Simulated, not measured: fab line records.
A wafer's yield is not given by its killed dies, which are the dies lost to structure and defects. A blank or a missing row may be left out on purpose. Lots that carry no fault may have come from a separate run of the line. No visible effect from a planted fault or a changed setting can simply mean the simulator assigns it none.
Chamber matching / flow n5 finfet / 3 sister chambers for N5_BEOL_M5_CO_CAP_78 on cvd co-02
The step material Co, precursor CCTBA/H2, target thk 2 nm, time 102.1 s. 45 wafers are shown with their chamber, then 12 later ones without.

EACH WAFER AND ITS CHAMBER
wafer=L076.3; chamber=0; heater power w (W)=220
wafer=L076.4; chamber=2; heater power w (W)=233
wafer=L076.6; chamber=0; heater power w (W)=224
wafer=L078.1; chamber=2; heater power w (W)=229
wafer=L078.2; chamber=0; heater power w (W)=225
wafer=L078.3; chamber=1; heater power w (W)=202
wafer=L078.4; chamber=0; heater power w (W)=223
wafer=L078.5; chamber=2; heater power w (W)=234
wafer=L078.6; chamber=1; heater power w (W)=195
wafer=L079.1; chamber=2; heater power w (W)=240
wafer=L079.3; chamber=0; heater power w (W)=216
wafer=L079.5; chamber=1; heater power w (W)=199
wafer=L082.1; chamber=1; heater power w (W)=194
wafer=L082.2; chamber=0; heater power w (W)=220
wafer=L082.3; chamber=2; heater power w (W)=229
wafer=L082.4; chamber=2; heater power w (W)=237
wafer=L082.5; chamber=1; heater power w (W)=198
wafer=L082.6; chamber=0; heater power w (W)=216
wafer=L081.1; chamber=0; heater power w (W)=219
wafer=L081.2; chamber=2; heater power w (W)=227
wafer=L081.3; chamber=1; heater power w (W)=198
wafer=L081.4; chamber=0; heater power w (W)=222
wafer=L081.5; chamber=1; heater power w (W)=202
wafer=L081.6; chamber=2; heater power w (W)=231
wafer=L084.1; chamber=2; heater power w (W)=231
wafer=L084.2; chamber=0; heater power w (W)=225
wafer=L084.3; chamber=1; heater power w (W)=200
wafer=L084.4; chamber=1; heater power w (W)=201
wafer=L084.5; chamber=2; heater power w (W)=229
wafer=L084.6; chamber=0; heater power w (W)=222
wafer=L086.2; chamber=2; heater power w (W)=229
wafer=L086.3; chamber=1; heater power w (W)=197
wafer=L086.6; chamber=0; heater power w (W)=221
wafer=L089.1; chamber=1; heater power w (W)=201
wafer=L089.2; chamber=0; heater power w (W)=226
wafer=L089.6; chamber=1; heater power w (W)=203
wafer=L092.2; chamber=2; heater power w (W)=236
wafer=L092.3; chamber=0; heater power w (W)=228
wafer=L092.6; chamber=2; heater power w (W)=240
wafer=L090.1; chamber=0; heater power w (W)=220
wafer=L090.4; chamber=2; heater power w (W)=236
wafer=L090.5; chamber=0; heater power w (W)=224
wafer=L091.1; chamber=0; heater power w (W)=218
wafer=L091.4; chamber=0; heater power w (W)=223
wafer=L091.5; chamber=1; heater power w (W)=196

SIGNATURES, as means of the wafers listed above
reading=heater power w; chamber 0=221.78; chamber 1=198.92; chamber 2=232.93; scatter within a chamber=3.55
Rule: for each reading, subtract the chamber's mean from the wafer's reading, divide by that reading's scatter and square the result; add these up over the readings and take the root, which gives the wafer's distance from the chamber. If the next closest chamber is less than 2 further off than the closest, the wafer can't be placed; otherwise it belongs to the closest. The scatter: take each reading less its chamber's mean, square it, sum over the shown wafers, divide by the number of wafers less the number of chambers, and take the root.

WAFERS WHOSE CHAMBER IS MISSING
wafer=L093.2; heater power w (W)=200
wafer=L093.5; heater power w (W)=216
wafer=L093.6; heater power w (W)=199
wafer=L095.3; heater power w (W)=231
wafer=L095.5; heater power w (W)=203
wafer=L095.6; heater power w (W)=221
wafer=L096.3; heater power w (W)=223
wafer=L096.4; heater power w (W)=219
wafer=L096.5; heater power w (W)=204
wafer=L097.2; heater power w (W)=198
wafer=L097.4; heater power w (W)=205
wafer=L097.5; heater power w (W)=240

THE CHAMBER EACH PASSED THROUGH
wafer=L093.2; from the rows above=1; in truth=1
wafer=L093.5; from the rows above=0; in truth=0
wafer=L093.6; from the rows above=1; in truth=1
wafer=L095.3; from the rows above=2; in truth=2
wafer=L095.5; from the rows above=1; in truth=1
wafer=L095.6; from the rows above=0; in truth=0
wafer=L096.3; from the rows above=0; in truth=0
wafer=L096.4; from the rows above=0; in truth=0
wafer=L096.5; from the rows above=1; in truth=1
wafer=L097.2; from the rows above=1; in truth=1
wafer=L097.4; from the rows above=1; in truth=1
wafer=L097.5; from the rows above=2; in truth=2
12 of 12 placed correctly. Can't be placed from these rows: 0. Number placed wrongly: 0.
